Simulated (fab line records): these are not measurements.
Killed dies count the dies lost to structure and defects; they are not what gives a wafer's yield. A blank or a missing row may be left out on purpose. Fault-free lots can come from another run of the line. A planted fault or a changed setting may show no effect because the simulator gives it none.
Matching of chambers -- flow n5_finfet -- ald_metal-04 running N5_HKMG_FIN_ALD_71: 4 sister chambers
The step deposits TiN, target thk 1 nm, pulse time 1 s, purge time 3 s. 27 wafers are shown with their chamber, then 12 later ones without.

== WAFERS, EACH WITH ITS CHAMBER ==
wafer,chamber,heater_power_w (W),precursor_pulse_height_rel,susceptor_temp_C (C)
L074.1,1,977,1.007,400.30
L074.3,3,790,0.963,399.91
L074.5,3,806,1.008,400.24
L076.1,3,798,1.039,400.17
L076.2,2,897,1.043,400.26
L076.3,1,950,0.996,399.94
L076.4,0,878,0.970,399.96
L076.5,2,876,1.012,400.16
L076.6,3,777,1.010,400.15
L078.1,0,907,0.991,400.13
L078.4,3,788,0.987,399.96
L078.6,3,764,0.974,400.03
L085.2,1,970,1.022,399.61
L085.4,0,921,1.007,399.78
L085.6,1,961,0.990,399.65
L086.2,0,875,0.976,400.20
L086.4,2,905,1.019,400.10
L086.5,0,923,1.011,400.15
L088.1,2,888,1.011,399.93
L088.2,1,967,0.998,400.16
L088.5,1,976,0.995,399.96
L090.1,0,896,1.026,400.17
L090.4,2,908,1.011,399.99
L090.6,2,890,1.007,399.89
L091.1,0,882,0.997,400.70
L091.2,3,774,0.996,400.31
L091.3,2,878,1.024,400.27

SIGNATURES (averages over the wafers above)
reading,chamber 0,chamber 1,chamber 2,chamber 3,scatter within a chamber
heater_power_w,897.43,966.83,891.71,785.29,14.9
precursor_pulse_height_rel,0.99686,1.00133,1.01814,0.99671,0.0184
susceptor_temp_C,400.1557,399.9367,400.0857,400.1100,0.221
Rule: for each reading, subtract the chamber's mean from the wafer's reading, divide by that reading's scatter and square the result; add these up over the readings and take the root, which gives the wafer's distance from the chamber. The wafer belongs to the nearest chamber; if the next one is less than 2 further off, it can't be placed. The scatter: the root of (the sum of the squares of (reading less its chamber's mean) over the shown wafers, divided by (wafers less chambers)).

== WAFERS WITH NO CHAMBER GIVEN ==
wafer,heater_power_w (W),precursor_pulse_height_rel,susceptor_temp_C (C)
L091.4,978,1.029,400.13
L091.5,905,1.007,400.26
L091.6,959,0.995,400.27
L094.3,979,1.006,400.26
L094.4,779,0.996,399.98
L094.5,892,0.989,399.88
L096.1,975,1.013,400.19
L096.2,881,0.997,399.74
L096.3,875,0.976,400.06
L096.4,765,0.994,399.65
L096.5,957,0.987,400.18
L096.6,907,0.995,399.93

== WHICH CHAMBER EACH WENT THROUGH ==
wafer,from the rows above,in truth
L091.4,1,1
L091.5,can't be placed: 0 or 2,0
L091.6,1,1
L094.3,1,1
L094.4,3,3
L094.5,can't be placed: 0 or 2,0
L096.1,1,1
L096.2,can't be placed: 2 or 0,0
L096.3,can't be placed: 0 or 2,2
L096.4,3,3
L096.5,1,1
L096.6,can't be placed: 0 or 2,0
Correct placement for 7 of the 12. Cannot be placed on the basis of these rows: 5; the candidates contain the true chamber in 5. 0 placed wrongly.
